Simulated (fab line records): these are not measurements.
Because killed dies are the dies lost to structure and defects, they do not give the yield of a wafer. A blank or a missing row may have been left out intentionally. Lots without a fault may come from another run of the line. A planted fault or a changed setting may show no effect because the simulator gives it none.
fab line records	flow n5Finfet
[record] lots = 24	wafers = 72	lastDay = 17
route steps=1938 shown SD_EPI_N@282 SD_EPI_P@303 SD_ACTIVATION@331 ILD0@340 SDB@357
lots with no fault: from the same line, run without faults
startH: the number of hours between the record's first day and the start of the first shown wafer of the lot	waitH: hours from the lot's prior step to this one	" same as the row above	L1.1+2: a row that stands for several wafers	- no value, or no start given	* or withheld: withheld	< > ~ a bound
route shown NAME@n: a module of which the file shows steps, and the number in the route of the first	usual: the fault-free wafers' mean and standard deviation	same: alike in all rows	chamber/n: place in a boat	sites: the reading at each site	_std_site: how widely they spread, as a standard deviation	_edge_site: outer sites' mean less inner sites'	radiusMm: for every site, how far away it sits from the centre of the wafer	mask NAME#n: copy n	behind: the tool/chamber that last shaped the wafer	hold: what put the lot on hold/how long, in hours/how the hold closed	device: names the non-switching transistor (n, p or np)	end of line: the tests these same wafers got at the end of their route	a step given without rows: its recipe and nothing more	killed: not the wafer's yield, but the dies lost to structure and defects at the first sort	map: the dies of a wafer, with x for killed, . for not killed, _ for no die there
set.NAME: setting as actually run; set.NAME@STEP: the setting as run at that earlier step	model.NAME: the simulator's own value behind a step, which no gauge read
steps of the route over a sample of lots; a table a step, a row a wafer
services: a tool's chamber out of use, with start hour (startH, from the record's first day; less than 0 if before it), hours out, and reason
[[steps]]
[step N5_SD_EPI_N_STRIP_38]
[recipe] chemistry = N2/H2	powerW = 1000	tempC = 250	h2Frac = 0.65	overashFraction = 0.3	pressureMtorr = withheld	n2FlowSccm = 1750	h2FlowSccm = 3250
[usual] drypumpMotorCurrentA = 5.6/0.6	h2FlowSccm = 3250/11	heaterPowerW = 324/21	oesProductAu = 0.760/0.011
lot.wafer	tool	chamber	startH	waitH	drypumpMotorCurrentA	h2FlowSccm	heaterPowerW	oesProductAu	rfHoursCounterH
L074.1	plasmaAsher-02	1	50.42	0.1	5.6	3250	347	0.733	30
L074.2	"	0	"	"	6.4	3248	305	0.759	30
L074.3	"	0	"	"	6.4	3241	304	0.775	-
L075.1	plasmaAsher-02	0	54.76	0.1	6.4	3231	301	0.752	31
L075.2	"	1	"	"	5.5	3235	357	0.750	31
L075.4	"	1	"	"	5.5	3230	354	0.775	-
L076.1	plasmaAsher-02	0	65.75	0.1	6.4	3242	304	0.764	33
L076.2	"	1	"	"	5.5	3270	361	0.767	33
L076.4	"	1	"	"	5.5	3247	353	0.775	-
L077.1	plasmaAsher-01	1	68.28	0.1	4.7	3248	321	0.745	84
L077.5	"	1	"	"	4.7	3264	317	0.755	-
L077.6	"	0	"	"	5.7	3252	326	0.777	-
L078.1	plasmaAsher-01	1	76.19	0.1	4.7	3254	313	0.730	85
L078.2	"	0	"	"	5.7	3248	323	0.770	85
L078.3	"	1	"	"	4.7	3231	307	0.751	-
L079.1	plasmaAsher-01	1	84.65	0.1	4.7	3251	325	0.745	87
L079.2	"	0	"	"	5.7	3237	317	0.775	87
L079.3	"	0	"	"	5.7	3231	320	0.777	-
L080.2	plasmaAsher-01	0	87.30	0.1	5.7	3242	330	0.764	87
L080.5	"	0	"	"	5.7	3248	322	0.765	-
L080.6	"	1	"	"	4.8	3261	315	0.759	-
L081.1	plasmaAsher-02	0	94.79	0.1	6.4	3261	305	0.761	39
L081.2	"	1	"	"	5.5	3273	357	0.756	39
L081.6	"	0	"	"	6.4	3250	312	0.771	-
L082.2	plasmaAsher-02	0	97.89	0.1	6.4	3245	304	0.761	39
L082.5	"	1	"	"	5.5	3231	349	0.770	-
L082.6	"	0	"	"	6.4	3253	294	0.751	-
L083.1	plasmaAsher-01	1	105.38	0.1	4.7	3269	317	0.751	91
L083.3	"	1	"	"	4.7	3248	323	0.759	-
L083.5	"	0	"	"	5.7	3253	325	0.764	-
L084.1	plasmaAsher-01	1	110.98	0.1	4.7	3275	317	0.771	92
L084.3	"	0	"	"	5.7	3249	327	0.745	-
L084.6	"	0	"	"	5.7	3256	323	0.752	-
L085.3	plasmaAsher-02	1	122.98	0.1	5.5	3264	357	0.756	-
L085.4	"	0	"	"	6.4	3244	303	0.776	-
L085.5	"	0	"	"	6.4	3254	294	0.768	-
L086.2	plasmaAsher-02	0	123.78	0.1	6.4	3247	293	0.772	45
L086.5	"	0	"	"	6.4	3256	303	0.770	-
L086.6	"	1	"	"	5.5	3257	356	0.764	-
L087.3	plasmaAsher-02	0	128.21	0.1	6.4	3244	299	0.767	-
L087.5	"	1	"	"	5.5	3242	357	0.753	-
L087.6	"	0	"	"	6.4	3240	296	0.756	-
L088.1	plasmaAsher-01	1	134.44	0.1	4.7	3248	306	0.756	97
L088.3	"	0	"	"	5.7	3244	323	0.779	-
L088.4	"	1	"	"	4.7	3260	312	0.768	-
L089.1	plasmaAsher-02	1	140.16	0.1	5.5	3259	357	0.756	47
L089.3	"	1	"	"	5.5	3259	348	0.763	-
L089.6	"	0	"	"	6.4	3255	293	0.764	-
L090.1	plasmaAsher-02	0	148.58	0.1	6.4	3237	305	0.749	48
L090.3	"	0	"	"	6.4	3237	302	0.750	-
L090.5	"	1	"	"	5.5	3259	358	0.758	-
L091.1	plasmaAsher-02	0	151.20	0.1	6.4	3259	300	0.773	49
L091.5	"	1	"	"	5.6	3244	345	0.753	-
L091.6	"	0	"	"	6.4	3250	299	0.772	-
L092.1	plasmaAsher-02	0	161.27	0.1	6.4	3275	301	0.767	54
L092.2	"	1	"	"	5.5	3273	346	0.779	54
L092.3	"	1	"	"	5.5	3251	357	0.758	-
L093.1	plasmaAsher-01	1	164.15	0.1	4.7	3243	308	0.760	101
L093.2	"	0	"	"	5.7	3261	317	0.757	101
L093.4	"	0	"	"	5.7	3251	321	0.767	-
L094.2	plasmaAsher-01	0	169.26	0.1	5.8	3249	324	0.752	102
L094.4	"	1	"	"	4.7	3235	321	0.746	-
L094.6	"	1	"	"	4.7	3248	316	0.764	-
L095.1	plasmaAsher-02	0	176.69	0.1	6.4	3261	301	0.760	57
L095.4	"	1	"	"	5.5	3255	346	0.752	-
L095.6	"	1	"	"	5.5	3249	353	0.759	-
L096.2	plasmaAsher-01	0	183.68	0.1	5.7	3260	325	0.763	105
L096.4	"	1	"	"	4.7	3233	324	0.754	-
L096.6	"	0	"	"	5.7	3251	329	0.776	-
L097.3	plasmaAsher-02	0	187.37	0.1	6.4	3264	311	0.768	-
L097.4	"	1	"	"	5.5	3250	355	0.761	-
L097.5	"	0	"	"	6.4	3258	297	0.755	-
[step N5_SD_EPI_P_CD_MEAS_09]
[recipe] targetCdNm = 240	landingEnergyEv = 500	detector = seInlens
[usual] cdNm = 239.9/0.56
lot.wafer	tool	chamber	startH	waitH	cdNm
L074.1	cdSem-02	0	55.08	-	238.9
L074.2	"	0	"	"	239.9
L074.3	"	0	"	"	239.3
L075.1	cdSem-02	0	59.12	-	240.2
L075.2	"	0	"	"	238.8
L075.4	"	0	"	"	240.4
L076.1	cdSem-02	0	70.19	-	240.1
L076.2	"	0	"	"	240.6
L076.4	"	0	"	"	240.2
L077.1	cdSem-02	0	72.48	-	240.2
L077.5	"	0	"	"	239.8
L077.6	"	0	"	"	240.2
L078.1	cdSem-03	0	81.62	-	240.4
L078.2	"	0	"	"	239.9
L078.3	"	0	"	"	241.3
L079.1	cdSem-02	0	89.81	-	239.5
L079.2	"	0	"	"	239.0
L079.3	"	0	"	"	239.7
L080.2	cdSem-02	0	91.89	-	240.5
L080.5	"	0	"	"	240.3
L080.6	"	0	"	"	239.8
L081.1	cdSem-02	0	98.99	-	240.1
L081.2	"	0	"	"	240.5
L081.6	"	0	"	"	240.1
L082.2	cdSem-02	0	103.21	-	239.0
L082.5	"	0	"	"	239.9
L082.6	"	0	"	"	240.2
L083.1	cdSem-02	0	109.68	-	239.0
L083.3	"	0	"	"	239.0
L083.5	"	0	"	"	239.4
L084.1	cdSem-03	0	116.66	-	239.8
L084.3	"	0	"	"	240.4
L084.6	"	0	"	"	239.7
L086.2	cdSem-03	0	128.09	-	239.8
L086.5	"	0	"	"	239.9
L086.6	"	0	"	"	239.5
L085.3	cdSem-03	0	128.19	-	241.0
L085.4	"	0	"	"	241.6
L085.5	"	0	"	"	240.5
L087.3	cdSem-03	0	131.77	-	239.5
L087.5	"	0	"	"	238.9
L087.6	"	0	"	"	239.7
L088.1	cdSem-02	0	139.75	-	239.8
L088.3	"	0	"	"	239.2
L088.4	"	0	"	"	239.6
L089.1	cdSem-02	0	146.76	-	239.6
L089.3	"	0	"	"	239.8
L089.6	"	0	"	"	239.7
L090.1	cdSem-02	0	153.90	-	239.4
L090.3	"	0	"	"	239.9
L090.5	"	0	"	"	239.9
L091.1	cdSem-03	0	155.25	-	240.8
L091.5	"	0	"	"	240.8
L091.6	"	0	"	"	239.7
L092.1	cdSem-03	0	164.84	-	240.1
L092.2	"	0	"	"	240.3
L092.3	"	0	"	"	240.3
L093.1	cdSem-01	0	168.48	-	239.8
L093.2	"	0	"	"	239.1
L093.4	"	0	"	"	239.6
L094.2	cdSem-02	0	172.82	-	240.7
L094.4	"	0	"	"	241.0
L094.6	"	0	"	"	240.5
L095.1	cdSem-01	0	180.36	-	240.8
L095.4	"	0	"	"	240.5
L095.6	"	0	"	"	240.3
L096.2	cdSem-02	0	188.56	-	239.9
L096.4	"	0	"	"	239.7
L096.6	"	0	"	"	240.9
L097.3	cdSem-02	0	191.55	-	240.6
L097.4	"	0	"	"	240.7
L097.5	"	0	"	"	241.0
[step N5_SD_ACTIVATION_LSA_01]
[recipe] tempC = 1080	timeS = 0.0008	ambient = N2
[usual] wafer_temp_C_max = 1084.7/1.3
lot.wafer	tool	chamber	startH	waitH	wafer_temp_C_max
L074.1	laserAnneal-02	0	59.41	0.2	1085.4
L074.2	"	0	"	"	1086.5
L074.3	"	0	"	"	1087.1
L075.1	laserAnneal-01	0	64.37	0.2	1084.6
L075.2	"	0	"	"	1083.2
L075.4	"	0	"	"	1082.6
L076.1	laserAnneal-02	0	75.18	0.2	1085.9
L076.2	"	0	"	"	1084.3
L076.4	"	0	"	"	1088.8
L077.1	laserAnneal-01	0	78.51	0.2	1082.9
L077.5	"	0	"	"	1083.0
L077.6	"	0	"	"	1083.4
L078.1	laserAnneal-02	0	86.52	0.2	1086.0
L078.2	"	0	"	"	1087.7
L078.3	"	0	"	"	1085.3
L079.1	laserAnneal-01	0	95.94	0.2	1084.4
L079.2	"	0	"	"	1083.1
L079.3	"	0	"	"	1082.7
L080.2	laserAnneal-02	0	97.26	0.2	1085.3
L080.5	"	0	"	"	1085.2
L080.6	"	0	"	"	1085.4
L081.1	laserAnneal-01	0	105.36	0.3	1082.8
L081.2	"	0	"	"	1085.1
L081.6	"	0	"	"	1084.1
L082.2	laserAnneal-02	0	109.59	0.3	1084.4
L082.5	"	0	"	"	1085.8
L082.6	"	0	"	"	1085.5
L083.1	laserAnneal-01	0	114.74	0.2	1083.3
L083.3	"	0	"	"	1084.4
L083.5	"	0	"	"	1084.0
L084.1	laserAnneal-02	0	122.68	0.2	1084.5
L084.3	"	0	"	"	1088.8
L084.6	"	0	"	"	1085.5
L086.2	laserAnneal-01	0	134.35	0.2	1082.9
L086.5	"	0	"	"	1082.3
L086.6	"	0	"	"	1083.4
L085.3	laserAnneal-02	0	134.74	0.2	1084.3
L085.4	"	0	"	"	1085.3
L085.5	"	0	"	"	1086.2
L087.3	laserAnneal-01	0	137.93	0.2	1083.4
L087.5	"	0	"	"	1082.5
L087.6	"	0	"	"	1082.7
L088.1	laserAnneal-02	0	145.75	0.2	1085.5
L088.3	"	0	"	"	1085.8
L088.4	"	0	"	"	1085.9
L089.1	laserAnneal-01	0	151.65	0.2	1084.5
L089.3	"	0	"	"	1082.7
L089.6	"	0	"	"	1083.6
L090.1	laserAnneal-02	0	160.16	0.2	1087.2
L090.3	"	0	"	"	1086.3
L090.5	"	0	"	"	1085.1
L091.1	laserAnneal-01	0	160.50	0.2	1084.3
L091.5	"	0	"	"	1084.2
L091.6	"	0	"	"	1085.6
L092.1	laserAnneal-02	0	169.95	0.2	1086.5
L092.2	"	0	"	"	1086.1
L092.3	"	0	"	"	1084.9
L093.1	laserAnneal-01	0	173.36	0.2	1084.5
L093.2	"	0	"	"	1084.9
L093.4	"	0	"	"	1083.4
L094.2	laserAnneal-02	0	176.95	0.2	1083.6
L094.4	"	0	"	"	1086.2
L094.6	"	0	"	"	1086.0
L095.1	laserAnneal-01	0	184.52	0.2	1083.3
L095.4	"	0	"	"	1083.6
L095.6	"	0	"	"	1084.9
L096.2	laserAnneal-02	0	192.92	0.2	1084.7
L096.4	"	0	"	"	1084.8
L096.6	"	0	"	"	1085.7
L097.3	laserAnneal-01	0	196.62	0.2	1085.0
L097.4	"	0	"	"	1084.1
L097.5	"	0	"	"	1084.9
[step N5_ILD0_CMP_07]
[recipe] stopOn = poly-Si	material = SiO2_flowable	tOverpolishS = 1.18	postCmpClean = alkalineBrush	downForcePsi = 4.1491	platenRpm = 51.796	padVelocityMS = 1.0306	targetThkNm = 138.88
[usual] motorCurrentA = 12.3/1.4
lot.wafer	tool	chamber	startH	waitH	motorCurrentA
L074.2	cmp-02	3	62.97	0.0	13.3
L074.3	"	0	"	"	11.5
L074.1	"	2	"	"	11.5
L075.2	cmp-02	2	68.04	0.0	11.8
L075.1	"	0	"	"	11.6
L075.4	"	1	"	"	13.9
L076.4	cmp-01	3	78.47	0.1	10.3
L076.1	"	0	"	"	14.8
L076.2	"	1	"	"	9.7
L077.1	cmp-02	2	81.78	0.0	11.6
L077.5	"	2	"	"	11.9
L077.6	"	3	"	"	12.6
L078.3	cmp-02	2	89.77	0.0	11.6
L078.2	"	3	"	"	14.3
L078.1	"	1	"	"	13.3
L079.3	cmp-01	1	99.29	0.0	9.8
L079.2	"	2	"	"	13.4
L079.1	"	0	"	"	13.8
L080.2	cmp-01	2	101.34	0.1	13.0
L080.6	"	0	"	"	14.7
L080.5	"	1	"	"	9.9
L081.2	cmp-02	1	108.61	0.0	13.1
L081.1	"	2	"	"	11.7
L081.6	"	2	"	"	11.5
L082.2	cmp-01	0	112.85	0.1	14.3
L082.6	"	3	"	"	10.6
L082.5	"	0	"	"	15.0
L083.1	cmp-01	0	118.44	0.1	14.9
L083.3	"	1	"	"	10.3
L083.5	"	3	"	"	9.6
L084.3	cmp-03	3	125.93	0.0	12.4
L084.1	"	0	"	"	11.6
L084.6	"	3	"	"	12.6
L086.2	cmp-02	3	137.61	0.1	13.7
L086.6	"	2	"	"	11.5
L086.5	"	3	"	"	13.6
L085.3	cmp-02	3	138.16	0.1	13.0
L085.4	"	0	"	"	12.2
L085.5	"	3	"	"	14.1
L087.3	cmp-01	1	141.40	0.2	9.9
L087.6	"	3	"	"	11.1
L087.5	"	0	"	"	14.7
L088.4	cmp-02	1	149.00	0.0	12.6
L088.3	"	2	"	"	12.0
L088.1	"	3	"	"	13.2
L089.3	cmp-02	3	155.03	0.2	13.1
L089.1	"	0	"	"	11.9
L089.6	"	3	"	"	14.2
L090.3	cmp-03	1	163.41	0.0	10.3
L090.1	"	3	"	"	12.9
L090.5	"	1	"	"	11.5
L091.1	cmp-01	1	163.81	0.0	10.3
L091.5	"	1	"	"	9.5
L091.6	"	2	"	"	13.9
L092.2	cmp-02	3	173.37	0.0	13.6
L092.3	"	1	"	"	13.4
L092.1	"	2	"	"	12.1
L093.2	cmp-03	0	177.10	0.0	11.2
L093.4	"	1	"	"	11.5
L093.1	"	2	"	"	13.8
L094.2	cmp-03	2	180.22	0.1	13.3
L094.4	"	0	"	"	10.7
L094.6	"	1	"	"	11.6
L095.1	cmp-02	1	187.78	0.0	13.7
L095.4	"	3	"	"	13.2
L095.6	"	1	"	"	13.1
L096.2	cmp-01	3	196.29	0.1	10.7
L096.4	"	1	"	"	10.0
L096.6	"	3	"	"	10.1
L097.4	cmp-02	3	200.34	0.0	13.7
L097.3	"	2	"	"	11.4
L097.5	"	3	"	"	13.3
[step N5_SDB_OVL_MEAS_12]
[recipe] pointsPerWafer = 44
[usual] SDB_OVL = -0.2/0.67
lot.wafer	tool	chamber	startH	waitH	SDB_OVL[nm]
L074.1	overlay-01	0	67.68	0.0	-0.9
L074.2	"	0	"	"	-0.4
L074.3	"	0	"	"	0.4
L075.1	overlay-02	0	72.39	0.0	0.2
L075.2	"	0	"	"	-0.8
L075.4	"	0	"	"	0.8
L076.1	overlay-01	0	82.44	0.0	0.7
L076.2	"	0	"	"	0.7
L076.4	"	0	"	"	0.3
L077.1	overlay-02	0	86.33	0.0	-0.8
L077.5	"	0	"	"	0.6
L077.6	"	0	"	"	-0.7
L078.1	overlay-02	0	94.04	0.0	-0.6
L078.2	"	0	"	"	-0.9
L078.3	"	0	"	"	-0.4
L079.1	overlay-02	0	103.34	0.0	-0.7
L079.2	"	0	"	"	0.3
L079.3	"	0	"	"	0.4
L080.2	overlay-02	0	105.52	0.0	1.0
L080.5	"	0	"	"	-0.7
L080.6	"	0	"	"	-0.3
L081.1	overlay-01	0	112.53	0.0	0.7
L081.2	"	0	"	"	-0.1
L081.6	"	0	"	"	-0.5
L082.2	overlay-02	0	116.83	0.0	-0.2
L082.5	"	0	"	"	0.1
L082.6	"	0	"	"	-0.5
L083.1	overlay-01	0	122.41	0.0	-0.1
L083.3	"	0	"	"	0.6
L083.5	"	0	"	"	-0.8
L084.1	overlay-01	0	129.86	0.0	-0.5
L084.3	"	0	"	"	-0.4
L084.6	"	0	"	"	-1.6
L086.2	overlay-02	0	141.84	0.0	-0.6
L086.5	"	0	"	"	0.1
L086.6	"	0	"	"	-0.1
L085.3	overlay-01	0	142.19	0.0	1.1
L085.4	"	0	"	"	0.0
L085.5	"	0	"	"	0.0
L087.3	overlay-01	0	145.37	0.0	-0.5
L087.5	"	0	"	"	-1.6
L087.6	"	0	"	"	0.1
L088.1	overlay-02	0	152.92	0.0	-0.8
L088.3	"	0	"	"	-1.0
L088.4	"	0	"	"	-1.0
L089.1	overlay-01	0	159.08	0.0	-0.8
L089.3	"	0	"	"	-0.2
L089.6	"	0	"	"	0.4
L090.1	overlay-02	0	167.47	0.0	-1.0
L090.3	"	0	"	"	-1.4
L090.5	"	0	"	"	-0.8
L091.1	overlay-01	0	168.05	0.0	-0.6
L091.5	"	0	"	"	-0.2
L091.6	"	0	"	"	0.2
L092.1	overlay-02	0	178.08	0.0	0.6
L092.2	"	0	"	"	0.9
L092.3	"	0	"	"	1.4
L093.1	overlay-02	0	181.16	0.0	-0.5
L093.2	"	0	"	"	-0.7
L093.4	"	0	"	"	-1.2
L094.2	overlay-01	0	184.32	0.0	-0.6
L094.4	"	0	"	"	0.7
L094.6	"	0	"	"	1.2
L095.1	overlay-01	0	191.95	0.0	0.2
L095.4	"	0	"	"	-0.4
L095.6	"	0	"	"	-0.2
L096.2	overlay-01	0	200.76	0.0	0.6
L096.4	"	0	"	"	1.0
L096.6	"	0	"	"	0.7
L097.3	overlay-01	0	204.79	0.0	-0.7
L097.4	"	0	"	"	-0.8
L097.5	"	0	"	"	-0.3
[step N5_SDB_CMP_30]
[recipe] stopOn = poly-Si	tOverpolishS = 1.54	postCmpClean = alkalineBrush	downForcePsi = 4.1491	platenRpm = 51.796	padVelocityMS = 1.0306	targetThkNm = 30
[usual] motorCurrentA = 12.2/1.7	overpolishRunS = 1.541/0.0089	timeToEndpointS = 18.5/1.8
lot.wafer	tool	chamber	startH	waitH	motorCurrentA	overpolishRunS	timeToEndpointS
L074.2	cmp-01	2	71.45	1.4	13.5	1.539	18.9
L074.3	"	3	"	"	10.6	1.555	19.4
L074.1	"	0	"	"	14.9	1.541	20.8
L075.2	cmp-01	0	76.23	1.4	14.8	1.535	16.4
L075.1	"	1	"	"	10.3	1.539	18.1
L075.4	"	2	"	"	13.2	1.538	17.4
L076.4	cmp-02	0	86.23	1.4	11.9	1.537	19.0
L076.2	"	1	"	"	13.3	1.528	17.2
L076.1	"	3	"	"	13.8	1.542	18.5
L077.1	cmp-01	0	90.58	1.5	14.9	1.542	21.5
L077.6	"	2	"	"	13.3	1.529	20.6
L077.5	"	3	"	"	10.4	1.547	17.6
L078.3	cmp-04	0	97.68	1.4	11.6	1.541	23.6
L078.2	"	1	"	"	10.0	1.554	18.9
L078.1	"	3	"	"	11.4	1.533	18.8
L079.1	cmp-04	2	107.40	1.4	13.9	1.535	18.1
L079.2	"	3	"	"	11.7	1.540	18.1
L079.3	"	0	"	"	11.3	1.525	21.3
L080.2	cmp-01	2	109.46	1.5	13.5	1.548	18.8
L080.6	"	0	"	"	14.5	1.549	18.4
L080.5	"	1	"	"	10.3	1.553	18.4
L081.1	cmp-04	2	116.20	1.5	14.5	1.542	17.6
L081.2	"	3	"	"	11.8	1.547	17.7
L081.6	"	0	"	"	12.0	1.546	18.3
L082.2	cmp-02	2	120.61	1.5	11.1	1.545	19.4
L082.5	"	3	"	"	13.9	1.550	18.9
L082.6	"	0	"	"	12.2	1.545	18.2
L083.3	cmp-02	1	126.93	1.5	13.4	1.534	20.1
L083.1	"	2	"	"	11.6	1.549	19.7
L083.5	"	3	"	"	12.9	1.528	16.3
L084.3	cmp-04	1	133.72	1.4	10.6	1.533	20.4
L084.1	"	3	"	"	11.7	1.545	19.7
L084.6	"	2	"	"	14.8	1.565	17.0
L086.2	cmp-04	1	145.69	1.4	10.5	1.535	21.0
L086.5	"	0	"	"	11.9	1.558	21.2
L086.6	"	1	"	"	10.3	1.538	20.3
L085.4	cmp-01	3	145.82	1.4	10.2	1.550	16.1
L085.3	"	0	"	"	14.4	1.530	17.4
L085.5	"	3	"	"	10.6	1.556	18.3
L087.3	cmp-04	2	149.10	1.4	13.6	1.549	17.5
L087.6	"	2	"	"	14.6	1.527	17.9
L087.5	"	3	"	"	11.9	1.522	18.4
L088.3	cmp-02	2	156.77	1.4	11.0	1.545	20.4
L088.4	"	3	"	"	13.1	1.544	17.3
L088.1	"	0	"	"	12.0	1.545	19.7
L089.1	cmp-01	3	162.66	1.4	10.5	1.541	18.0
L089.3	"	0	"	"	15.2	1.541	16.3
L089.6	"	3	"	"	10.7	1.535	17.5
L091.1	cmp-01	3	171.79	1.5	10.5	1.538	16.1
L091.6	"	0	"	"	15.6	1.551	21.7
L091.5	"	1	"	"	10.0	1.561	19.1
L090.1	cmp-04	3	172.48	2.8	11.6	1.526	20.1
L090.3	"	0	"	"	11.8	1.535	21.9
L090.5	"	2	"	"	14.4	1.536	18.0
L092.3	cmp-02	2	181.87	1.4	11.0	1.550	20.1
L092.2	"	3	"	"	13.7	1.546	16.4
L092.1	"	0	"	"	11.5	1.531	19.1
L093.1	cmp-01	1	184.76	1.4	9.8	1.528	18.4
L093.4	"	2	"	"	13.1	1.566	15.6
L093.2	"	0	"	"	14.6	1.526	17.5
L094.4	cmp-01	1	188.52	1.5	10.3	1.540	18.1
L094.2	"	2	"	"	14.1	1.562	17.8
L094.6	"	0	"	"	14.7	1.539	17.9
L095.4	cmp-04	0	195.60	1.4	11.3	1.540	23.2
L095.1	"	1	"	"	10.4	1.524	21.2
L095.6	"	3	"	"	11.6	1.539	20.0
L096.2	cmp-02	2	204.42	1.4	11.3	1.541	15.8
L096.4	"	3	"	"	13.1	1.550	16.8
L096.6	"	3	"	"	13.3	1.539	16.1
L097.4	cmp-01	1	208.46	1.5	9.8	1.535	16.1
L097.3	"	2	"	"	13.1	1.544	16.7
L097.5	"	0	"	"	15.2	1.528	16.6
[[services]]
tool	chamber	startH	hours	kind
cmp-04	-	30.50	2.8	repair
cmp-04	-	34.84	1.8	repair
cmp-01	-	41.28	14.6	pm
plasmaAsher-01	-	44.59	4.1	repair
cmp-02	-	46.13	1.3	repair
cmp-03	-	49.16	7.8	repair
cmp-04	-	54.94	3.1	repair
cmp-04	-	59.52	4.0	pm
cmp-01	-	59.61	1.4	repair
cmp-03	-	78.90	0.4	repair
cmp-03	-	80.51	8.9	pm
laserAnneal-01	-	88.66	6.7	pm
cmp-03	-	98.57	2.3	repair
cmp-04	-	103.67	1.1	repair
cmp-04	-	111.69	1.2	repair
cmp-01	-	113.35	4.6	pm
cmp-02	-	113.67	4.0	pm
laserAnneal-02	-	116.16	1.4	pm
cmp-02	-	118.87	0.6	repair
cmp-01	-	128.92	2.1	repair
plasmaAsher-01	-	151.40	9.6	repair
cmp-01	-	153.57	2.0	repair
laserAnneal-01	-	179.27	1.4	pm
cmp-02	-	195.41	0.5	repair
[[key]]
fault none
